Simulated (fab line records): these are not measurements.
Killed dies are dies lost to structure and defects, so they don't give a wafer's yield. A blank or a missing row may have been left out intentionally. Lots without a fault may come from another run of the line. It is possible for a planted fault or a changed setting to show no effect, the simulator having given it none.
Which of the tools did it? ; flow n5-finfet ; 21 lots, 63 wafers sampled, at 6 steps of a route of 1938

== WHAT THE GAUGES SHOWED, per wafer ==
The record lacks any reading of a measuring or inspecting step that a usual standard deviation could be used to judge.

== TOOL THAT RAN EACH LOT (tool first, then ch and the chambers of the sampled wafers, then the start) ==
lot;N5_BEOL_M11_ETCH_65;N5_BEOL_M11_STRIP_77;N5_BEOL_M12_DESCUM_15;N5_BEOL_M12_STRIP_37;N5_BEOL_M12_SPUTTER_44;N5_BEOL_M12_DEP_53
L074;rie-diel-03 ch 0,2,3, day 10 04:13;rie-diel-03 ch 0,2,3, day 10 09:04 or earlier;rie-diel-01 ch 1,3, day 10 09:04;plasma-asher-02 ch 0,1, day 10 10:43;pvd-sputter-03, day 10 13:16;pecvd-02 ch 1,2, day 10 14:16
L075;rie-diel-02 ch 1,2,3, day 11 05:44;rie-diel-02 ch 1,2,3, day 11 10:44 or earlier;rie-diel-06 ch 0,1, day 11 10:44;plasma-asher-01 ch 0,1, day 11 12:20;pvd-sputter-01, day 11 14:07;pecvd-01 ch 0,1,2, day 11 15:06
L076;rie-diel-03 ch 2,3, day 11 19:37;rie-diel-03 ch 2,3, day 11 23:22 or earlier;rie-diel-05 ch 0,2,3, day 11 23:22;plasma-asher-01 ch 0,1, day 12 01:25;pvd-sputter-03, day 12 02:58;pecvd-03 ch 0,2, day 12 04:02
L078;rie-diel-02 ch 0,2,3, day 12 02:36;rie-diel-02 ch 0,2,3, day 12 07:11 or earlier;rie-diel-01 ch 0,3, day 12 07:11;plasma-asher-01 ch 0,1, day 12 08:50;pvd-sputter-03, day 12 12:08;pecvd-01 ch 1,2, day 12 13:40
L082;rie-diel-04 ch 2,3, day 12 18:11;rie-diel-04 ch 2,3, day 13 00:14 or earlier;rie-diel-01 ch 0,3, day 13 00:14;plasma-asher-02 ch 0,1, day 13 02:47;pvd-sputter-02, day 13 05:07;pecvd-03 ch 0,1,2, day 13 06:23
L080;rie-diel-02 ch 0,2, day 12 18:19;rie-diel-02 ch 0,2, day 12 23:34 or earlier;rie-diel-06 ch 1,2,3, day 12 23:34;plasma-asher-01 ch 0,1, day 13 01:14;pvd-sputter-01, day 13 05:06;pecvd-03 ch 1,2, day 13 06:05
L079;rie-diel-02 ch 0,1,3, day 12 18:47;rie-diel-02 ch 0,1,3, day 13 00:34 or earlier;rie-diel-05 ch 0,1,3, day 13 00:34;plasma-asher-01 ch 0,1, day 13 02:46;pvd-sputter-01, day 13 05:30;pecvd-03 ch 0,1, day 13 06:45
L085;rie-diel-02 ch 0,3, day 13 04:29;rie-diel-02 ch 0,3, day 13 08:02 or earlier;rie-diel-05 ch 0,1,2, day 13 08:02;plasma-asher-02 ch 0, day 13 09:34;pvd-sputter-03, day 13 12:24;pecvd-03 ch 0,1, day 13 13:24
L081;rie-diel-04 ch 1,2,3, day 13 04:37;rie-diel-04 ch 1,2,3, day 13 08:24 or earlier;rie-diel-01 ch 0,1,3, day 13 08:24;plasma-asher-02 ch 0,1, day 13 10:05;pvd-sputter-01, day 13 14:28;pecvd-03 ch 0,1, day 13 15:28
L083;rie-diel-03 ch 2,3, day 13 11:29;rie-diel-03 ch 2,3, day 13 15:37 or earlier;rie-diel-01 ch 2,3, day 13 15:37;plasma-asher-02 ch 0,1, day 13 17:07;pvd-sputter-02, day 13 19:26;pecvd-01 ch 0,1,2, day 13 20:26
L084;rie-diel-03 ch 0,1, day 13 13:13;rie-diel-03 ch 0,1, day 13 17:43 or earlier;rie-diel-05 ch 0,2, day 13 17:43;plasma-asher-01 ch 0,1, day 13 19:13;pvd-sputter-02, day 13 21:46;pecvd-03 ch 1,2, day 13 23:23
L087;rie-diel-03 ch 0,2,3, day 13 18:40;rie-diel-03 ch 0,2,3, day 13 22:25 or earlier;rie-diel-06 ch 0,1,2, day 13 22:25;plasma-asher-02 ch 1, day 13 23:52;pvd-sputter-03, day 14 00:46;pecvd-02 ch 1,2, day 14 02:11
L088;rie-diel-02 ch 2,3, day 13 20:50;rie-diel-02 ch 2,3, day 14 02:06 or earlier;rie-diel-01 ch 0,3, day 14 02:06;plasma-asher-01 ch 0, day 14 03:35;pvd-sputter-03, day 14 04:49;pecvd-03 ch 0,1,2, day 14 05:49
L086;rie-diel-04 ch 1,3, day 13 20:58;rie-diel-04 ch 1,3, day 14 02:10 or earlier;rie-diel-05 ch 0,1,3, day 14 02:10;plasma-asher-02 ch 0,1, day 14 04:04;pvd-sputter-01, day 14 05:24;pecvd-01 ch 1,2, day 14 06:23
L093;rie-diel-03 ch 0,1,2, day 15 14:21;rie-diel-03 ch 0,1,2, day 15 18:40 or earlier;rie-diel-01 ch 0,1,2, day 15 18:40;plasma-asher-01 ch 0,1, day 15 20:17;pvd-sputter-02, day 15 21:25;pecvd-03 ch 0,1, day 15 22:26
L091;rie-diel-02 ch 0,1,3, day 15 14:42;rie-diel-02 ch 0,1,3, day 15 19:23 or earlier;rie-diel-01 ch 0,3, day 15 19:23;plasma-asher-02 ch 0,1, day 15 21:00;pvd-sputter-02, day 15 21:59;pecvd-03 ch 1,2, day 15 23:13
L092;rie-diel-02 ch 1,2,3, day 15 20:23;rie-diel-02 ch 1,2,3, day 16 00:03 or earlier;rie-diel-05 ch 0,1,3, day 16 00:03;plasma-asher-02 ch 0,1, day 16 01:53;pvd-sputter-01, day 16 04:13;pecvd-01 ch 0,1, day 16 05:20
L094;rie-diel-03 ch 0,1, day 15 22:07;rie-diel-03 ch 0,1, day 16 02:37 or earlier;rie-diel-01 ch 0,2,3, day 16 02:37;plasma-asher-02 ch 0,1, day 16 04:07;pvd-sputter-01, day 16 04:44;pecvd-03 ch 1,2, day 16 05:44
L095;rie-diel-04 ch 2,3, day 16 18:53;rie-diel-04 ch 2,3, day 17 00:52 or earlier;rie-diel-05 ch 0,2,3, day 17 00:52;plasma-asher-01 ch 0,1, day 17 02:30;pvd-sputter-02, day 17 03:30;pecvd-02 ch 0,1, day 17 04:31
L096;rie-diel-03 ch 1,3, day 17 06:29;rie-diel-03 ch 1,3, day 17 11:54 or earlier;rie-diel-01 ch 2,3, day 17 11:54;plasma-asher-01 ch 0,1, day 17 13:33;pvd-sputter-01, day 17 14:08;pecvd-01 ch 0,1, day 17 15:09
L097;rie-diel-03 ch 1,2, day 17 09:02;rie-diel-03 ch 1,2, day 17 12:32 or earlier;rie-diel-05 ch 1,2, day 17 12:32;plasma-asher-01 ch 0,1, day 17 14:32;pvd-sputter-03, day 17 16:38;pecvd-02 ch 0,1,2, day 17 17:52
- N5_BEOL_M11_ETCH_65: etches SiARC in CF4, target depth 39 nm, time 65 s.
- N5_BEOL_M11_STRIP_77: strips in N2/H2, time 10 s.
- N5_BEOL_M12_DESCUM_15: chemistry O2, time 7.9 s.
- N5_BEOL_M12_STRIP_37: strips in N2/H2.
- N5_BEOL_M12_SPUTTER_44: material Ta, target thk 10 nm, time 16.13 s.
- N5_BEOL_M12_DEP_53: deposits SiCN from 3MS/NH3, target thk 30 nm, time 10.5 s.

== WHAT THE TOOLS THEMSELVES READ (means of the sampled wafers that have a number; where no wafer has one, the mark that the record gives instead) ==
N5_BEOL_M11_ETCH_65. Usual: drypump-motor-current-A 5.7 A, standard deviation 0.4; etch-rf-on-time-s 65.3 s, standard deviation 1.3; oes-product-au 0.67 a.u., standard deviation 0.075; rf-vpp-V 184.0 V, standard deviation 1.2; showerhead-plenum-p-Torr 2.13 Torr, standard deviation 0.068; throttle-valve-pct 15.61 %, standard deviation 0.25.
lot;tool;drypump-motor-current-A (A);etch-rf-on-time-s (s);oes-product-au (a.u.);rf-vpp-V (V);showerhead-plenum-p-Torr (Torr);throttle-valve-pct (%);flag
L074;rie-diel-03;5.8;66.1;0.65;184.2;2.11;15.60;
L075;rie-diel-02;5.7;63.8;0.69;183.6;2.10;15.72;
L076;rie-diel-03;5.8;65.4;0.62;183.9;2.10;15.75;
L078;rie-diel-02;5.5;64.6;0.68;184.3;2.12;15.74;
L082;rie-diel-04;6.0;65.4;0.64;184.0;2.17;15.70;
L080;rie-diel-02;5.8;64.6;0.68;183.9;2.15;15.70;
L079;rie-diel-02;5.7;64.2;0.73;183.6;2.10;15.53;
L085;rie-diel-02;5.4;64.8;0.72;184.2;2.12;15.55;
L081;rie-diel-04;5.8;65.1;0.70;184.8;2.19;15.54;
L083;rie-diel-03;5.7;66.4;0.60;184.2;2.16;15.75;
L084;rie-diel-03;5.8;65.9;0.65;183.8;2.11;15.45;
L087;rie-diel-03;5.8;65.7;0.63;183.7;2.11;15.64;
L088;rie-diel-02;5.2;62.4;0.62;182.8;2.07;16.02;
L086;rie-diel-04;5.6;65.9;0.75;185.3;2.21;15.42;
L093;rie-diel-03;5.9;65.5;0.64;183.6;2.08;15.59;
L091;rie-diel-02;5.7;64.6;0.78;185.1;2.18;15.40;
L092;rie-diel-02;5.7;64.1;0.73;184.4;2.17;15.61;
L094;rie-diel-03;5.8;65.9;0.66;182.7;2.09;15.46;
L095;rie-diel-04;6.1;67.0;0.64;184.8;2.21;15.73;
L096;rie-diel-03;5.6;66.8;0.58;183.7;2.17;15.70;
L097;rie-diel-03;5.9;65.6;0.61;183.4;2.07;15.73;

N5_BEOL_M11_STRIP_77. Usual: drypump-motor-current-A 5.7 A, standard deviation 0.4; oes-product-au 0.78 a.u., standard deviation 0.09; rf-vpp-V 59.0 V, standard deviation 0.83; showerhead-plenum-p-Torr 2.53 Torr, standard deviation 0.088; throttle-valve-pct 23.67 %, standard deviation 0.24.
lot;tool;drypump-motor-current-A (A);oes-product-au (a.u.);rf-vpp-V (V);showerhead-plenum-p-Torr (Torr);throttle-valve-pct (%);flag
L074;rie-diel-03;5.8;0.76;59.1;2.51;23.63;
L075;rie-diel-02;5.7;0.81;58.4;2.48;23.74;
L076;rie-diel-03;5.9;0.73;58.6;2.50;23.76;
L078;rie-diel-02;5.5;0.79;58.4;2.51;23.91;
L082;rie-diel-04;6.0;0.75;58.5;2.57;23.59;
L080;rie-diel-02;5.8;0.80;58.7;2.56;23.94;
L079;rie-diel-02;5.6;0.85;58.6;2.49;23.65;
L085;rie-diel-02;5.4;0.83;59.0;2.54;23.82;
L081;rie-diel-04;5.8;0.82;59.6;2.60;23.67;
L083;rie-diel-03;5.7;0.70;60.0;2.56;23.66;
L084;rie-diel-03;5.8;0.77;58.6;2.50;23.47;
L087;rie-diel-03;5.8;0.74;59.0;2.50;23.66;
L088;rie-diel-02;5.2;0.71;59.0;2.44;23.99;
L086;rie-diel-04;5.6;0.89;59.2;2.62;23.75;
L093;rie-diel-03;5.9;0.75;59.4;2.46;23.63;
L091;rie-diel-02;5.7;0.91;58.3;2.59;23.53;
L092;rie-diel-02;5.7;0.86;59.7;2.56;23.65;
L094;rie-diel-03;5.9;0.78;58.5;2.47;23.52;
L095;rie-diel-04;6.1;0.76;59.4;2.61;23.80;
L096;rie-diel-03;5.6;0.68;59.1;2.58;23.54;
L097;rie-diel-03;6.0;0.72;58.8;2.45;23.77;

N5_BEOL_M12_DESCUM_15. Usual: drypump-motor-current-A 5.6 A, standard deviation 0.55; o2-flow-sccm 225.1 sccm, standard deviation 0.62; oes-product-au 0.82 a.u., standard deviation 0.086; rf-vpp-V 242.9 V, standard deviation 1.3; showerhead-plenum-p-Torr 2.07 Torr, standard deviation 0.057; throttle-valve-pct 20.34 %, standard deviation 0.27.
lot;tool;drypump-motor-current-A (A);o2-flow-sccm (sccm);oes-product-au (a.u.);rf-vpp-V (V);showerhead-plenum-p-Torr (Torr);throttle-valve-pct (%);flag
L074;rie-diel-01;5.2;225.2;0.89;242.6;2.05;20.19;
L075;rie-diel-06;5.1;225.2;0.74;243.0;2.03;20.72;
L076;rie-diel-05;5.9;225.1;0.82;244.5;2.11;20.31;
L078;rie-diel-01;5.0;225.3;0.83;241.5;2.03;20.49;
L082;rie-diel-01;5.1;225.5;0.86;242.5;2.03;20.33;
L080;rie-diel-06;5.7;225.1;0.86;243.7;2.15;20.46;
L079;rie-diel-05;6.0;225.2;0.83;242.5;2.07;20.35;
L085;rie-diel-05;5.8;225.7;0.89;242.9;2.08;20.14;
L081;rie-diel-01;5.1;225.0;0.80;241.1;2.04;20.40;
L083;rie-diel-01;6.0;224.2;0.83;243.0;2.09;20.07;
L084;rie-diel-05;5.9;225.3;0.85;242.6;2.07;20.15;
L087;rie-diel-06;5.7;224.9;0.79;243.1;2.10;20.50;
L088;rie-diel-01;5.0;225.0;0.81;243.0;2.03;20.51;
L086;rie-diel-05;6.0;224.2;0.81;242.3;2.07;20.37;
L093;rie-diel-01;5.4;225.1;0.74;242.5;2.05;20.37;
L091;rie-diel-01;5.0;225.3;0.79;241.8;2.02;20.54;
L092;rie-diel-05;6.0;225.8;0.89;242.2;2.06;20.28;
L094;rie-diel-01;5.5;225.3;0.80;242.5;2.05;20.33;
L095;rie-diel-05;5.9;225.6;0.85;243.7;2.09;20.26;
L096;rie-diel-01;6.0;225.7;0.79;243.0;2.07;20.13;
L097;rie-diel-05;5.6;225.0;0.86;243.1;2.09;20.15;

N5_BEOL_M12_STRIP_37. Usual: drypump-motor-current-A 5.59 A, standard deviation 0.24; heater-power-w 333 W, standard deviation 17; oes-product-au 0.791 a.u., standard deviation 0.01.
lot;tool;drypump-motor-current-A (A);heater-power-w (W);oes-product-au (a.u.);flag
L074;plasma-asher-02;5.60;332;0.784;
L075;plasma-asher-01;5.70;327;0.789;
L076;plasma-asher-01;5.72;330;0.789;
L078;plasma-asher-01;5.70;326;0.793;
L082;plasma-asher-02;5.52;335;0.796;
L080;plasma-asher-01;5.53;343;0.797;
L079;plasma-asher-01;5.54;334;0.795;
L085;plasma-asher-02;5.34;345;0.793;
L081;plasma-asher-02;5.62;327;0.782;
L083;plasma-asher-02;5.65;330;0.781;
L084;plasma-asher-01;5.52;339;0.788;
L087;plasma-asher-02;5.78;315;0.797;
L088;plasma-asher-01;5.35;351;0.788;
L086;plasma-asher-02;5.50;336;0.792;
L093;plasma-asher-01;5.51;335;0.797;
L091;plasma-asher-02;5.47;339;0.791;
L092;plasma-asher-02;5.66;328;0.794;
L094;plasma-asher-02;5.50;333;0.780;
L095;plasma-asher-01;5.70;322;0.786;
L096;plasma-asher-01;5.72;326;0.782;
L097;plasma-asher-01;5.54;339;0.792;

N5_BEOL_M12_SPUTTER_44. Usual: substrate-temp-c 50.01 C, standard deviation 0.12; throttle-valve-pct 30.2 %, standard deviation 0.94.
lot;tool;substrate-temp-c (C);throttle-valve-pct (%);flag
L074;pvd-sputter-03;50.01;29.8;
L075;pvd-sputter-01;50.00;30.5;
L076;pvd-sputter-03;50.02;30.4;
L078;pvd-sputter-03;50.04;30.1;
L082;pvd-sputter-02;49.94;30.2;
L080;pvd-sputter-01;50.11;31.0;
L079;pvd-sputter-01;50.01;30.8;
L085;pvd-sputter-03;50.18;30.4;
L081;pvd-sputter-01;49.86;30.1;
L083;pvd-sputter-02;50.12;29.2;
L084;pvd-sputter-02;50.04;28.2;
L087;pvd-sputter-03;50.03;30.5;
L088;pvd-sputter-03;50.07;30.4;
L086;pvd-sputter-01;49.97;30.5;
L093;pvd-sputter-02;50.09;28.5;
L091;pvd-sputter-02;49.90;30.1;
L092;pvd-sputter-01;50.03;31.0;
L094;pvd-sputter-01;49.95;30.1;
L095;pvd-sputter-02;50.10;29.2;
L096;pvd-sputter-01;50.05;30.7;
L097;pvd-sputter-03;49.97;29.9;

N5_BEOL_M12_DEP_53. Usual: chamber-pressure-Torr 2.999 Torr, standard deviation 0.0067; showerhead-plenum-p-Torr 4.152 Torr, standard deviation 0.02; throttle-valve-pct 18.2 %, standard deviation 1.
lot;tool;chamber-pressure-Torr (Torr);showerhead-plenum-p-Torr (Torr);throttle-valve-pct (%);flag
L074;pecvd-02;2.996;4.149;17.6;
L075;pecvd-01;3.004;4.141;17.4;
L076;pecvd-03;3.001;4.160;18.5;
L078;pecvd-01;2.994;4.132;16.9;
L082;pecvd-03;3.002;4.152;18.9;
L080;pecvd-03;3.001;4.151;18.6;
L079;pecvd-03;3.004;4.165;19.4;
L085;pecvd-03;2.999;4.155;19.4;
L081;pecvd-03;3.007;4.159;19.0;
L083;pecvd-01;2.997;4.136;17.6;
L084;pecvd-03;2.998;4.157;19.2;
L087;pecvd-02;2.995;4.147;17.6;
L088;pecvd-03;3.002;4.151;18.8;
L086;pecvd-01;3.006;4.140;16.8;
L093;pecvd-03;2.994;4.156;19.0;
L091;pecvd-03;2.997;4.151;19.2;
L092;pecvd-01;2.995;4.145;17.5;
L094;pecvd-03;2.998;4.149;18.6;
L095;pecvd-02;2.995;4.196;18.1;
L096;pecvd-01;3.004;4.155;17.5;
L097;pecvd-02;3.005;4.167;17.9;

== THE ANSWER, worked out from the rows above alone ==
Rule: a lot counts as off when the mean over its wafers that have a number is more than 3 standard deviations away from the usual mean. Also off: a lot with no number at a reading for which 4 or more lots have one. Where the step has rows for the other lots, those lots are counted as sound. Order of review: gauges by route order, followed by the tools' own readings, for which a lot's mean as printed above is used. The first step at which some lot is off is used, and at that step the reading that is off furthest; a lot without a number counts as furthest.
No lot is off at any reading shown: from this, nothing can be told.

== WHAT THE SIMULATOR HAD INSERTED ==
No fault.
